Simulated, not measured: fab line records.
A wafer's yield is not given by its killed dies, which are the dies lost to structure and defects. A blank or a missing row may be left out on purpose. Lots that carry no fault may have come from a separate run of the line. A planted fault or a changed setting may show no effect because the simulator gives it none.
Chamber matching :: flow n5 finfet :: N5_BEOL_M3_DESCUM_16 on rie diel-02: 4 sister chambers
The step chemistry O2, time 7 s. 4 wafers are shown with their chamber, then 10 later ones without.

## WAFERS PAIRED WITH THEIR CHAMBERS
wafer: L085.2
chamber: 0
throttle valve pct (%): 20.59

wafer: L086.1
chamber: 2
throttle valve pct (%): 20.68

wafer: L088.3
chamber: 3
throttle valve pct (%): 19.94

wafer: L088.5
chamber: 1
throttle valve pct (%): 20.24

## WAFERS WITHOUT THEIR CHAMBER
wafer: L088.6
throttle valve pct (%): 20.67

wafer: L087.1
throttle valve pct (%): 20.61

wafer: L087.2
throttle valve pct (%): 20.24

wafer: L087.3
throttle valve pct (%): 20.67

wafer: L089.1
throttle valve pct (%): 19.91

wafer: L089.2
throttle valve pct (%): 20.61

wafer: L089.5
throttle valve pct (%): 19.92

wafer: L092.1
throttle valve pct (%): 19.92

wafer: L092.2
throttle valve pct (%): 20.61

wafer: L092.3
throttle valve pct (%): 20.69

## EACH ONE'S CHAMBER
wafer: L088.6
from the rows above: 2
in truth: 2

wafer: L087.1
from the rows above: 0
in truth: 0

wafer: L087.2
from the rows above: 1
in truth: 1

wafer: L087.3
from the rows above: 2
in truth: 2

wafer: L089.1
from the rows above: 3
in truth: 3

wafer: L089.2
from the rows above: 0
in truth: 0

wafer: L089.5
from the rows above: 3
in truth: 3

wafer: L092.1
from the rows above: 3
in truth: 3

wafer: L092.2
from the rows above: 0
in truth: 0

wafer: L092.3
from the rows above: 2
in truth: 2
Placed correctly: 10 of 10. Can't be placed from these rows: 0. Placed wrongly: 0.
How it was worked out, from the rows above alone: a wafer's distance from a chamber is the root of the sum, over the readings, of the square of ((its reading less the chamber's mean) divided by the reading's scatter). The wafer belongs to the nearest chamber; if the next one is less than 2 further off, it can't be placed. For every chamber, the mean is computed from those of its wafers that are shown. The scatter (one wafer shown for each chamber): square how far every hidden wafer sits from the nearest shown wafer, average those squares and take the square root.
